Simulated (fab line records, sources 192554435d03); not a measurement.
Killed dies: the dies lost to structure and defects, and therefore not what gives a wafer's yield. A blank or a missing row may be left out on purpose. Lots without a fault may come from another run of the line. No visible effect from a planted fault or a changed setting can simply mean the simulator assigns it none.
A struck lot beside a sound one | flow n5Finfet | 39 out of 1938 route steps
Sound: wafers L693.1, L693.2, L693.6. The struck wafers were L707.2, L707.3, L707.5. The cause is given at the end.
Per side, at each step with rows, come the tool, then ch with its chambers, and then its first start. Under that, the readings that differ: sound wafers | struck wafers | difference of the means | sigmas: that difference in standard deviations of wafers without a fault.
alike: words and numbers the same on both sides, and readings whose means are apart by under 2 such deviations; not compared: readings that were withheld, readings missing a value for some wafer, numbers with overlapping values and no deviation given by the record, and bounds like >300 which may hide the same value.
A row with sigmas, a row that says differs or no value, or rows on one side alone: a step with any of these is where the two part. Non-overlapping numbers with no deviation appear without sigmas and do not part them. A reading missing from all wafers of one side parts the sides only when that side holds two or more wafers.

first, 9 steps without rows for these wafers: N5_BEOL_M4_ANNEAL_95 (time 240 s); N5_BEOL_M4_SPUTTER_96 (material Cu, target thk 4.5 nm, time 8.29 s); N5_BEOL_M4_ECD_50 (material Cu, target thk 300 nm); N5_BEOL_M4_ANNEAL_51 (time 90 s); N5_BEOL_M4_CMP_52 (polishes, stops on SiOC, t overpolish 6.8 s, target thk 40 nm); N5_BEOL_M4_PRE_CLEAN_60 (time 15 s); N5_BEOL_M4_CO_CAP_55 (material Co, precursor CCTBA/H2, target thk 2 nm, time 102.1 s); N5_BEOL_M4_PRE_CLEAN_56 (time 15 s); N5_BEOL_M4_DEP_57 (deposits SiCN from 3MS/NH3, target thk 8 nm, time 14 s).
N5_BEOL_M4_RC_MEAS_101:
  sound on prober-02 ch 0, day 8 01:55; struck on prober-01 ch 0, day 11 12:13
  alike: DIBL_N, DIBL_P, IOFF_N, IOFF_P, ION_N, ION_P, SS_N, SS_P, VT_N, VT_P
then, 24 steps without rows for these wafers: N5_BEOL_M5_ILD_DEP_00 (deposits SiCOH lowk from DEMS/porogen, target thk 140.64 nm, time 25.9 s); N5_BEOL_M5_CURE_79 (cures SiCOH lowk, time 240 s); N5_BEOL_M5_PECVD_70 (deposits SiO2 from TEOS/O2, target thk 16 nm, time 18 s); N5_BEOL_M5_HM_DEP_02 (deposits TiN, target thk 20 nm); N5_BEOL_M5_COAT_59 (time 60 s, resist thk 60 nm); N5_BEOL_M5_COAT_60 (time 60 s, resist thk 12 nm); N5_BEOL_M5_COAT_71 (time 60 s, resist thk 5 nm); N5_BEOL_M5_COAT_05 (resist thk 30 nm); N5_BEOL_M5_EBR_07; N5_BEOL_M5_SOFTBAKE_06 (time 60 s); N5_BEOL_M5_EXPOSE_08 (exposes mask M5, target cd 28 nm); N5_BEOL_M5_PEB_09 (peb time 60 s); N5_BEOL_M5_DEVELOP_10 (develop time 30 s); N5_BEOL_M5_DESCUM_16 (chemistry O2, time 7 s); N5_BEOL_M5_ETCH_72 (etches underlayer in N2/H2, target depth 6.5 nm, time 5.2 s); N5_BEOL_M5_ETCH_61 (etches SiARC in CF4, target depth 15.6 nm, time 26 s); N5_BEOL_M5_ETCH_62 (etches SOC in N2/H2, target depth 75 nm, overetch 15 nm, time 112.5 s); N5_BEOL_M5_STRIP_63 (strips in N2/H2); N5_BEOL_M5_STRIP_73 (strips in N2/H2); N5_BEOL_M5_STRIP_64 (strips in CF4); N5_BEOL_M5_HM_OPEN_17 (chemistry Cl2/BCl3, target TiN, target depth 20 nm, overetch 6 nm); N5_BEOL_M5_STRIP_19 (strips in O2); N5_BEOL_M5_COAT_65 (time 60 s, resist thk 60 nm); N5_BEOL_M5_COAT_66 (time 60 s, resist thk 12 nm).
N5_BEOL_M8_CMP_52: polishes, stops on SiCOH lowk, t overpolish 6.9 s, target thk 80 nm.
  sound on cmp-03 ch 0,2,3, day 9 11:18; struck on cmp-03 ch 0,2,3, day 13 03:33
  no value came back on the struck wafers for any of 7 readings (barrierFieldEndpointS (s), clearingPlatenDownForcePsi (psi) and others); on the sound wafers barrierFieldEndpointS (s) reads 27.7 30.4 30.3
reading                                   | sound        | struck            | difference | sigmas
model.Cu_of_BEOL_M8_ECD_50.thkNm (nm)     | 82 81.6 83.8 | 298.2 297.6 305.8 | +218.1     | 
model.SiO2_of_BEOL_M8_PECVD_70.thkNm (nm) | 0 0 0        | 20 19.6 19.6      | +20        | 
  not compared: model.SiCOH_lowk_of_BEOL_M8_ILD_DEP_00.thkNm
N5_BEOL_M8_THK_MEAS_53: measures by xrf.
  sound on filmMetro-02, day 9 11:31; struck on filmMetro-02, day 13 03:50
reading     | sound          | struck            | difference | sigmas
M8_THK (nm) | 80.5 80.0 82.5 | 292.8 290.3 300.4 | +213.5     | +99 or more
N5_BEOL_M8_RS_MEAS_57: the measuring method here is four-point-probe.
  sound on filmMetro-02, day 9 11:41; struck on filmMetro-02, day 13 03:58
reading        | sound             | struck            | difference | sigmas
M8_RS (ohm/sq) | 0.279 0.280 0.271 | 0.065 0.065 0.063 | -0.212     | -26
N5_BEOL_M8_INSPECT_58: inspects for defects (darkfield).
  sound on defectInspect-01, day 9 11:43; struck on defectInspect-01, day 13 04:00
reading        | sound     | struck         | difference | sigmas
rawDefectCount | 115 51 63 | 1149 1134 1143 | +1066      | +46
-- a jump in the record: the struck wafers' starts before and after are 3 days apart (it breaks off in module BEOL_M8 and resumes in module PASSIVATION, where the first step shown is number 1936 of the route) --
N5_PASSIVATION_PROBE_49:
  rows exist in the record for the struck wafers here (prober-01, day 15 21:32), but not for the sound ones

## WHERE THEY PART
Last at N5_PASSIVATION_PROBE_49 as far as this record goes, first at N5_BEOL_M8_CMP_52.

WHY: what had been put in by the simulator
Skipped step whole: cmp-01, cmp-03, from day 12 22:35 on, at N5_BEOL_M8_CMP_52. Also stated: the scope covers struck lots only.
